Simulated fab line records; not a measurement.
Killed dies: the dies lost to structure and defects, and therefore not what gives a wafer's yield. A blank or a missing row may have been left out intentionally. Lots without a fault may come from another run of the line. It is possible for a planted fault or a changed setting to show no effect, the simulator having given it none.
2 desks looking at one fault | flow nandHarc | each desk holds nothing but its own numbers, with what lay behind them at the end

FOR THE TOOL OWNER'S DESK: pvdSputter-02
The tool's own readings at NHARC_THIN_TSV_PVD_51 (deposits Cu, target thk 100 nm): means of the sampled wafers that have a number, for each lot that ran on this tool. If a lot's mean is further than 4 standard deviations from the usual mean, the lot is out of limits and carries the mark OUT (the distance appears in the brackets).
Columns: A = throttleValvePct at NHARC_THIN_TSV_PVD_51, usual 30.0 %
lot  | first seen here | A
L417 | day 23 22:11    | 30.2
L419 | day 25 02:44    | 30.4
L422 | day 26 02:28    | 30.2
L423 | day 26 10:29    | 30.3
L431 | day 31 04:34    | 30.4
L434 | day 31 20:52    | 29.8
This desk found nothing out of limits on any of the 6 lots.

AT THE METROLOGY DESK
What the gauges read for every lot (on any tool): the sampled wafers with a number, averaged. If a lot's mean is further than 4 standard deviations from the usual mean, the lot is out of limits and carries the mark OUT (the distance appears in the brackets).
Columns: A = cdNm at NHARC_A_BONDPAD_CD_MEAS_13, usual 498.7 nm
lot  | first seen here | A
L417 | day 23 02:35    | 500.2
L416 | day 23 07:33    | 499.1
L418 | day 23 18:44    | 498.8
L419 | day 24 08:09    | 499.8
L421 | day 24 21:49    | 499.8
L422 | day 25 08:54    | 498.9
L423 | day 25 13:02    | 500.5
L425 | day 26 23:28    | 499.9
L430 | day 28 21:22    | 498.4
L431 | day 30 09:22    | 497.3
L432 | day 30 10:50    | 500.2
L434 | day 31 02:42    | 497.0
L437 | day 33 01:30    | 497.2
This desk found nothing out of limits on any of the 13 lots.

PUT TOGETHER
Nothing out of limits was seen by the tool owner's desk.
Metrology desk: nothing out of limits seen.

WHAT HAD BEEN PUT IN BY THE SIMULATOR
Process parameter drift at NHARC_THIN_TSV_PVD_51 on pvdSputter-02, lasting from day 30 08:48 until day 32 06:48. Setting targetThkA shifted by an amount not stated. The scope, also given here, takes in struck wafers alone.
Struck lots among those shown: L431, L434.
